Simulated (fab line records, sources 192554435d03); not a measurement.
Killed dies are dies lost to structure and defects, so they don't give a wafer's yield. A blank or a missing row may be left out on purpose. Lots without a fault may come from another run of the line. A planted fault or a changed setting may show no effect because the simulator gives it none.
Chamber matching | flow n5_finfet | N5_BEOL_M0_SAQP_PECVD_96 on pecvd-02: 3 sister chambers
The step deposits a-Si from SiH4/He, target thk 45 nm, time 45.2 s. 14 wafers are shown with their chamber, then 7 later ones without.

WAFERS WITH THEIR CHAMBER
wafer  | chamber | showerhead_plenum_p_Torr (Torr) | throttle_valve_pct (%) | heater_power_w (W)
L074.1 | 0       | 5.71                            | 18.5                   | 524
L074.2 | 1       | 5.75                            | 19.0                   | 642
L074.3 | 2       | 5.58                            | 17.8                   | 592
L075.1 | 2       | 5.57                            | 17.8                   | 592
L075.4 | 1       | 5.73                            | 19.0                   | 593
L075.6 | 2       | 5.56                            | 17.8                   | 597
L077.4 | 2       | 5.55                            | 17.8                   | 539
L077.5 | 0       | 5.70                            | 18.7                   | 592
L077.6 | 1       | 5.74                            | 19.1                   | 577
L078.2 | 1       | 5.76                            | 19.2                   | 604
L078.4 | 0       | 5.72                            | 18.4                   | 520
L078.5 | 1       | 5.75                            | 19.1                   | 618
L085.1 | 1       | 5.75                            | 19.3                   | 634
L085.2 | 0       | 5.72                            | 18.3                   | 575

SIGNATURES (means of the wafers above)
reading                  | chamber 0 | chamber 1 | chamber 2 | scatter within a chamber
showerhead_plenum_p_Torr | 5.7125    | 5.7467    | 5.5650    | 0.0109
throttle_valve_pct       | 18.475    | 19.117    | 17.800    | 0.119
heater_power_w           | 552.75    | 611.33    | 580.00    | 29
Rule: a wafer's distance from a chamber is the root of the sum, over the readings, of the square of ((its reading less the chamber's mean) divided by the reading's scatter). The wafer belongs to the nearest chamber; if the next one is less than 2 further off, it can't be placed. The scatter: the root of (the sum of the squares of (reading less its chamber's mean) over the shown wafers, divided by (wafers less chambers)).

WAFERS WITHOUT THEIR CHAMBER
wafer  | showerhead_plenum_p_Torr (Torr) | throttle_valve_pct (%) | heater_power_w (W)
L085.3 | 5.75                            | 19.0                   | 648
L087.2 | 5.74                            | 18.7                   | 606
L087.3 | 5.71                            | 18.7                   | 597
L087.4 | 5.75                            | 19.3                   | 587
L089.2 | 5.74                            | 18.8                   | 566
L089.4 | 5.73                            | 19.3                   | 583
L089.5 | 5.75                            | 19.1                   | 594

WHICH CHAMBER EACH WENT THROUGH
wafer  | from the rows above     | in truth
L085.3 | 1                       | 1
L087.2 | can't be placed: 1 or 0 | 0
L087.3 | 0                       | 0
L087.4 | 1                       | 1
L089.2 | can't be placed: 1 or 0 | 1
L089.4 | 1                       | 1
L089.5 | 1                       | 1
Placed correctly: 5 of 7. Can't be placed from these rows: 2 (the true chamber is among the candidates in 2). Placed wrongly: 0.
